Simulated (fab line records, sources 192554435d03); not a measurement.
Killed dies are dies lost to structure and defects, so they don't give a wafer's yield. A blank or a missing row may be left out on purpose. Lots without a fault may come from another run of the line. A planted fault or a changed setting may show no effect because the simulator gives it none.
fab line records | flow n5_finfet
record lots=7 wafers=39
route steps=1938 shown FIN_SAQP@138 DUMMY_GATE@228 SD_EPI_P@312 HKMG_FIN@386 MOL_CONTACT_COAG@581 BEOL_M4@1111
start_h: hours from the record's first day to the start of the lot's first wafer shown | wait_h: hours since the lot's step before | " the same as in the row above | L1.1+2: a row that stands for several wafers | - no value, or no start given | * or withheld: withheld | < > ~ a bound
route shown NAME@n: a module of which the file shows steps, and the number in the route of the first | usual: mean/standard deviation of fault-free wafers | same: alike in all rows | chamber/n: place in a boat | sites: the reading at each site | _std_site: their standard deviation | _edge_site: outer sites' mean less inner sites' | radius_mm: how far each site lies from the wafer's centre | mask NAME#n: copy n | behind: the tool/chamber that last shaped the wafer | hold: why the lot was held/for how many hours/how that ended | device: the transistor (n, p or np) that didn't switch | end of line: the same wafers' tests at the end of the route | a step without rows: its recipe alone | killed: dies lost to structure and defects at the first sort, not the wafer's yield | map: a wafer's dies, x killed, . not, _ none there
set.NAME: the setting as run; set.NAME@STEP: as run at that earlier step | model.NAME: the simulator's own value behind a step, which no gauge read
lots whose settings were changed on purpose; a table a step, a row a wafer
## steps
# step N5_FIN_SAQP_SPACER2_ALD_28
# recipe material=SiO2 target_thk_a=81 temp_c=300 ald_precursor_family=BDEAS ald_co_reactant=O2-plasma pulse_time_s=1 purge_time_s=2 co_reactant_purge_time_s=2 pressure_torr=2
# step N5_DUMMY_GATE_EXPOSE_12
# recipe mask_id=GATE na=0.33 source_shape=annular sigma_inner=0.2 sigma_outer=0.6 polarization=unpolarized target_cd_nm=25 dose_mj=34
# step N5_DUMMY_GATE_ETCH_31
# recipe chemistry=C4F6/O2 target=SiO2 mask_material=SOC target_depth_a=825 time_s=27.5 ion_energy_ev=250 pressure_mtorr=30 source_w=345 bias_w=185 Ar_flow_sccm=300 C4F6_flow_sccm=10 O2_flow_sccm=10
# step N5_SD_EPI_P_ETCH_16
# recipe chemistry=CHF3/O2 target=SiO2 target_depth_a=50 mask_material=SOC pressure_mtorr=30 source_w=650 bias_w=170 Ar_flow_sccm=200 CHF3_flow_sccm=50 O2_flow_sccm=5 ion_energy_ev=200
# step N5_HKMG_FIN_HK_ALD_01
# recipe material=HfO2 target_thk_a=16 temp_c=withheld ald_precursor_family=HfCl4 ald_co_reactant=H2O pulse_time_s=3 purge_time_s=3 co_reactant_purge_time_s=2.5 co_reactant_pulse_time_s=0.3 ald_cycles=30
# step N5_MOL_CONTACT_COAG_ETCH_91
# recipe chemistry=N2/H2 target=SOC target_depth_a=600 overetch_a=210 mask_material=SiARC temp_c=40 time_s=101.2 ion_energy_ev=200 pressure_mtorr=30 source_w=840 bias_w=150 n2_flow_sccm=200 h2_flow_sccm=200
# step N5_MOL_CONTACT_COAG_ETCHBACK_136
# recipe chemistry=CHF3 target=SiO2 target_depth_a=250 time_s=16.7 ion_energy_ev=200 pressure_mtorr=30 source_w=610 bias_w=170 Ar_flow_sccm=200 CHF3_flow_sccm=50
# step N5_MOL_CONTACT_COAG_ETCH_124
# recipe chemistry=CH3F/O2 target=SiNx target_depth_a=65 mask_material=SOC stop_on=SiOC over_etch_frac=0.3 ion_energy_ev=120 pressure_mtorr=30 source_w=395 bias_w=73 Ar_flow_sccm=150 CH3F_flow_sccm=30 O2_flow_sccm=20 ends=end_point
# step N5_BEOL_M4_RC_MEAS_101
# usual DIBL_P=36.1/1.5 EOT_N=10.53/0.082 EOT_P=10.47/0.086 IGATE_N=0.0123/0.0015 IGATE_P=0.0037/0.00045 IOFF_N_85C=3.0/0.32 IOFF_N_LIN=0.071/0.0071 VT_N_LVT=99.6/2.5
# columns lot.wafer tool chamber start_h wait_h set.target_thk_a@FIN_SAQP_SPACER2_ALD_28 set.dose_mj@DUMMY_GATE_EXPOSE_12 set.target_depth_a@DUMMY_GATE_ETCH_31 set.target_depth_a@SD_EPI_P_ETCH_16 set.ald_cycles@HKMG_FIN_HK_ALD_01 set.time_s@MOL_CONTACT_COAG_ETCH_91 set.target_depth_a@MOL_CONTACT_COAG_ETCHBACK_136 set.source_w@MOL_CONTACT_COAG_ETCH_124 DIBL_P[mV/V] EOT_N EOT_P IGATE_N[nA/um] IGATE_P[nA/um] IOFF_N_85C[nA/um] IOFF_N_LIN[nA/um] VT_N_LVT[mV]
L074.1 prober-01 0 169.59 0.0 89.54 34.7 825 47.05 30 101.2 285.2 375.4 46.7 10.63 10.52 0.0118 0.0036 6.1 0.147 85.8
L074.2 " 0 " " 89.54 34 914.2 47.05 27 123.7 285.2 375.4 45.0 10.16 10.06 0.0463 0.0142 6.0 0.141 86.8
L074.3 " 0 " " 81 34 825 47.05 30 101.2 250 395 36.5 10.58 10.51 0.0128 0.0039 2.8 0.068 100.8
L074.4 " 0 " " 81 34.7 914.2 50 27 101.2 285.2 395 38.7 10.15 10.21 0.0436 0.0134 3.3 0.079 97.3
L074.5 " 0 " " 89.54 34 914.2 50 30 123.7 250 395 45.7 10.71 10.57 0.0107 0.0033 5.9 0.142 86.5
L074.6 " 0 " " 81 34.7 825 50 27 123.7 250 375.4 38.0 10.13 10.12 0.0421 0.0128 3.1 0.072 100.3
L078.1 prober-01 0 190.78 0.0 81 34 825 50 30 101.2 250 426.9 35.4 10.65 10.49 0.0110 0.0033 3.0 0.069 98.9
L078.2 " 0 " " 81 34 893.7 50 30 101.2 250 395 35.2 10.71 10.67 0.0101 0.0030 2.8 0.064 100.2
L078.3 " 0 " " 74.34 34 825 50 30 101.2 250 426.9 31.0 10.59 10.57 0.0113 0.0033 2.0 0.046 107.0
L078.4 " 0 " " 74.34 34 893.7 50 30 101.2 250 426.9 32.3 10.60 10.56 0.0107 0.0032 2.3 0.051 104.8
L078.5 " 0 " " 74.34 34 825 50 30 101.2 250 395 30.9 10.70 10.56 0.0101 0.0030 2.0 0.045 108.0
L078.6 " 0 " " 81 34 893.7 50 30 101.2 250 395 35.8 10.62 10.51 0.0118 0.0035 3.0 0.068 98.8
L083.1 prober-01 0 213.90 0.0 81 34 880.7 47.3 30 101.2 250 342.6 35.8 10.51 10.43 0.0128 0.0039 2.8 0.067 99.7
L083.2 " 0 " " 81 35.1 825 47.3 27 78.1 250 395 39.2 10.19 10.14 0.0395 0.0119 3.6 0.085 96.5
L083.3 " 0 " " 92.28 34 880.7 50 27 78.1 250 395 46.4 10.21 10.18 0.0330 0.0100 6.7 0.158 83.3
L083.4 " 0 " " 92.28 35.1 825 47.3 30 78.1 250 342.6 47.9 10.53 10.45 0.0130 0.0038 7.4 0.173 81.8
L083.5 " 0 " " 81 34 825 50 27 101.2 250 342.6 38.3 10.21 10.16 0.0383 0.0115 3.4 0.081 96.7
L083.6 " 0 " " 92.28 35.1 880.7 50 30 101.2 250 395 46.9 10.49 10.47 0.0137 0.0041 6.9 0.166 84.0
L080.4 prober-01 0 221.79 0.5 81 34 825 50 30 101.2 250 395 38.4 10.55 10.67 0.0114 0.0034 3.5 0.081 97.3
L080.5 " 0 " " 81 34 825 50 30 101.2 250 395 36.1 10.59 10.41 0.0131 0.0039 2.8 0.065 101.2
L080.6 " 0 " " 81 34 825 50 30 101.2 250 395 37.0 10.42 10.47 0.0126 0.0038 3.0 0.069 99.4
L086.1 prober-01 0 236.72 0.0 81 34 786.6 50 31 82.27 250 337.3 37.0 10.62 10.51 0.0088 0.0027 3.3 0.080 97.1
L086.2 " 0 " " 81 35.78 825 54.28 31 82.27 226 395 40.9 10.62 10.58 0.0088 0.0026 4.7 0.107 92.4
L086.3 " 0 " " 81 34 786.6 54.28 30 101.2 250 395 37.1 10.54 10.39 0.0152 0.0046 3.6 0.089 93.7
L086.4 " 0 " " 81 35.78 786.6 50 30 101.2 226 337.3 39.8 10.46 10.42 0.0144 0.0044 4.2 0.099 94.0
L086.5 " 0 " " 81 34 825 54.28 30 82.27 226 337.3 36.3 10.42 10.32 0.0132 0.0040 3.0 0.072 99.1
L086.6 " 0 " " 81 35.78 825 50 31 101.2 250 395 40.2 10.53 10.40 0.0106 0.0032 4.2 0.102 94.4
L088.1 prober-01 0 246.42 0.0 85.56 34.95 825 50 35 87.26 250 395 41.3 10.94 10.98 0.0022 0.0006 5.0 0.114 94.7
L088.2 " 0 " " 85.56 34.95 825 50 30 101.2 238.2 395 38.6 10.57 10.43 0.0116 0.0035 4.1 0.095 97.9
L088.3 " 0 " " 81 34.95 825 54.32 30 101.2 250 395 36.4 10.59 10.48 0.0119 0.0035 3.3 0.077 102.4
L088.4 " 0 " " 81 34 825 54.32 35 101.2 250 395 37.1 11.06 10.96 0.0021 0.0006 3.5 0.079 102.2
L088.5 " 0 " " 81 34 825 50 30 87.26 238.2 395 33.5 10.53 10.45 0.0129 0.0039 2.7 0.063 105.1
L088.6 " 0 " " 85.56 34 825 54.32 35 87.26 238.2 395 40.2 10.94 10.97 0.0021 0.0006 4.6 0.106 96.2
L092.1 prober-02 0 276.67 0.0 81 34 891 54.76 33 101.2 250 362.6 36.4 10.73 10.76 0.0043 0.0013 3.1 0.073 98.7
L092.2 " 0 " " 81 34 825 54.76 30 101.2 250 395 34.1 10.53 10.46 0.0113 0.0033 2.6 0.064 100.4
L092.3 " 0 " " 81 34 891 50 30 90.76 250 395 35.3 10.46 10.36 0.0151 0.0045 2.8 0.068 101.3
L092.4 " 0 " " 81 34 825 50 33 101.2 250 395 36.2 10.82 10.69 0.0046 0.0013 3.1 0.074 98.8
L092.5 " 0 " " 81 34 891 54.76 30 90.76 250 362.6 36.4 10.48 10.46 0.0131 0.0039 3.1 0.073 99.4
L092.6 " 0 " " 81 34 825 50 33 90.76 250 362.6 36.6 10.81 10.70 0.0044 0.0013 3.1 0.075 97.5
## key
split step=N5_FIN_SAQP_SPACER2_ALD_28 setting=target_thk_a stated_as=81
response step=N5_BEOL_M4_RC_MEAS_101 reading=VT_N_LVT slope=-1.04 per=1% together_with=all explained=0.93
response step=N5_BEOL_M4_RC_MEAS_101 reading=DIBL_P slope=+0.618 per=1% together_with=all explained=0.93
response step=N5_BEOL_M4_RC_MEAS_101 reading=IOFF_N_LIN slope=+0.00538 per=1% together_with=all explained=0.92
response step=N5_BEOL_M4_RC_MEAS_101 reading=IOFF_N_85C slope=+0.227 per=1% together_with=all explained=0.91
split step=N5_DUMMY_GATE_EXPOSE_12 setting=dose_mj stated_as=34
response step=N5_BEOL_M4_RC_MEAS_101 reading=DIBL_P slope=+0.602 per=1% together_with=all explained=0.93
split step=N5_DUMMY_GATE_ETCH_31 setting=target_depth_a stated_as=825
response none clear
split step=N5_SD_EPI_P_ETCH_16 setting=target_depth_a stated_as=50
response none clear
split step=N5_HKMG_FIN_HK_ALD_01 setting=ald_cycles stated_as=30
response step=N5_BEOL_M4_RC_MEAS_101 reading=EOT_P slope=+0.0322 per=1% together_with=all explained=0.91
response step=N5_BEOL_M4_RC_MEAS_101 reading=EOT_N slope=+0.0299 per=1% together_with=all explained=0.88
response step=N5_BEOL_M4_RC_MEAS_101 reading=IGATE_N slope=-0.00132 per=1% together_with=all explained=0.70
response step=N5_BEOL_M4_RC_MEAS_101 reading=IGATE_P slope=-0.000399 per=1% together_with=all explained=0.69
split step=N5_MOL_CONTACT_COAG_ETCH_91 setting=time_s stated_as=101.2
response none clear
split step=N5_MOL_CONTACT_COAG_ETCHBACK_136 setting=target_depth_a stated_as=250
response none clear
split step=N5_MOL_CONTACT_COAG_ETCH_124 setting=source_w stated_as=395
response none clear
